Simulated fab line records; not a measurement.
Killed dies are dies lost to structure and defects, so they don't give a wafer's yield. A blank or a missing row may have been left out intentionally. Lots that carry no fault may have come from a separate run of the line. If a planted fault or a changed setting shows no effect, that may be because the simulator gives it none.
Struck lot and sound lot, side by side -- flow nandHarc -- 14 out of 1159 route steps
Sound: wafers L807.1, L807.3, L807.4. Wafers L821.2, L821.4, L821.5 were the ones struck. At the end, the cause is stated.
For every step that has rows: the tool of each side, followed by ch and its chambers, followed by its first start. Under that, the readings that differ: sound wafers -- struck wafers -- difference of the means -- sigmas: that difference in standard deviations of wafers without a fault.
alike: same words and numbers on both sides, and readings whose means sit less than 2 such deviations apart. not compared: any withheld reading, any reading some wafer has no value for, any bound like >300 that may hide the same value, and any number with overlapping values for which the record gives no deviation.
The two part at a step that has a row with sigmas, a row that says differs or no value, or rows on one side only. Numbers that don't overlap but have no deviation are shown without sigmas and don't part them. A reading missing from all wafers of one side parts the sides only when that side holds two or more wafers.

first, 1 step without rows for these wafers: NHARC_A_CONTACT_STRIP_27 (strips in post etch residue remover, time 600 s).
NHARC_A_CONTACT_ALD_18: deposits TiN, target thk 3 nm, pulse time 1 s, ald cycles 150.
  sound on aldMetal-02 ch 0,1,2, day 18 10:49; struck on aldMetal-02 ch 1,2,3, day 21 12:38
  alike: heaterPowerW, precursorPulseHeightRel
NHARC_A_CONTACT_CVD_19: deposits W, target thk 300 nm, time 802 s.
  sound: cvdW-02 ch 0,1; struck: cvdW-01 ch 1
  alike: heaterPowerW, mfcH2Sccm, throttleValvePct
NHARC_A_CONTACT_CMP_20: polishes, t overpolish 30 s, target thk 300 nm.
  sound on cmp-03 ch 1,2,3, day 18 11:58; struck on cmp-03 ch 0,2,3, day 21 17:54
  alike: motorCurrentA, overpolishRunS, timeToEndpointS
following that, these wafers have no rows for 1 step: NHARC_A_CONTACT_SRD_22.
NHARC_A_CONTACT_INSPECT_23:
  struck on defectInspect-02, day 21 18:18; sound on defectInspect-02, day 18 12:20
  alike: rawDefectCount
then, 5 steps without rows for these wafers: NHARC_A_BLC_DEHYDRATE_00 (time 120 s); NHARC_A_BLC_HMDS_01 (time 30 s); NHARC_A_BLC_COAT_02 (time 75 s); NHARC_A_BLC_COAT_03 (time 65 s); NHARC_A_BLC_COAT_04 (resist thk 90 nm).
NHARC_A_BLC_SOFTBAKE_05: time 55 s.
  sound on lithoTrack-06 ch 0, day 18 12:00; struck on lithoTrack-04 ch 0, day 21 18:00
reading,sound,struck,difference,sigmas
heaterPowerTotalW (W),188.43 188.41 188.70,202.16 202.20 202.09,+13.64,+99 or more
  alike: resistLineTempC
then, 2 steps without rows for these wafers: NHARC_A_BLC_EBR_06; NHARC_END_SORT_01.

## WHERE THEY PART
Only at NHARC_A_BLC_SOFTBAKE_05, as far as this record shows.

WHY: whatever the simulator had introduced
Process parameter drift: lithoTrack-04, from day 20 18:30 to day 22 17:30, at NHARC_A_BLC_SOFTBAKE_05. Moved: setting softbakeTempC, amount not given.
